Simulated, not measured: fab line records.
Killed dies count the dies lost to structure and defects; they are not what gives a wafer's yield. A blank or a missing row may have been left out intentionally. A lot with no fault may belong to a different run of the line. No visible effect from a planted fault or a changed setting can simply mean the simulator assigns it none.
Problem report, 8D (eight disciplines) form, completed by code -- flow nand-harc -- the parts of the form that need people (team, actions taken, sign-off) are left out

== 1. THE PROBLEM ==
oes-product-au at NHARC_A_DECK1_JOINT_ETCHBACK_07 reads a mean of 1.411 a.u. on 6 wafers of 2 lots; wafers without a fault read 0.999 a.u. with a standard deviation of 0.0095. That is +43 standard deviations from the usual mean.
The step: etches the open film in HBr, target depth 105 nm, time 26.9 s.
First observed at day 17 18:18: wafer L981.1, on rie-si-02. Wafers with a number at this step in the record: 36, from 12 lots. By rule, "out" or "out of limits" means more than 4 standard deviations away from the usual mean. Any other wafer with a number is counted as sound.

== 2. WHAT IT IS; WHAT IT IS NOT ==
question,is,is not
which readings at this step,oes-product-au,"drypump-motor-current-A, throttle-valve-pct"
which lots,"L981, L983","L965, L967, L970, L971, L972, L973, L974, L985, L987, L988"
which wafers of those lots,all that have a number,-
read on which tools,rie-si-02,"rie-si-03, rie-si-05"
when,from day 17 18:18,"up to then (21 sound wafers); but 9 sound wafers of L985, L987, L988 came after"

== 3. THE SUSPECTS, EACH WITH WHAT RULES IT OUT ==
Counting: a tool stays on the suspect list if, at a process step up to the reading, it processed all lots that are out and no sound lot following the first of them.
- rie-si-02 at NHARC_A_DECK1_JOINT_ETCHBACK_07 (etches the open film in HBr, target depth 105 nm, time 26.9 s): kept. It ran every lot that is out, first L981 (day 17 18:18), and no sound lot after that; its last sound lot up to then is L974 (day 14 14:53). Out on those wafers are its own readings of oes-product-au.
Left after counting: rie-si-02 at NHARC_A_DECK1_JOINT_ETCHBACK_07.

== 4. THE CAUSE (what the simulator had put in) ==
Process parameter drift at NHARC_A_DECK1_JOINT_ETCHBACK_07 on rie-si-02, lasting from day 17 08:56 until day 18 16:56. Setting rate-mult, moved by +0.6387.
Only this tool survived the counting.

== 5. THE EFFECT CHAIN, in route order ==
Rows list readings where the struck wafers' mean (over those with a number) sits beyond 3 standard deviations from the usual. Scope: only readings with a usual standard deviation given in the record; hours: median across lots of the time from each lot's start at the first step in this table that gives one to its start at this step; sigmas: change in usual standard deviations.
hours,step,reading,usual,on struck wafers,change,sigmas
0,NHARC_A_DECK1_JOINT_ETCHBACK_07,oes-product-au,0.999 a.u.,1.411,+0.412,+43
Its process steps:
- NHARC_A_DECK1_JOINT_ETCHBACK_07: etches the open film in HBr, target depth 105 nm, time 26.9 s.

== 6. WHAT WOULD HAVE CAUGHT IT SOONER ==
In this record no reading fell out of limits until day 17 18:18, 9 hours after the fault had begun at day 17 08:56.
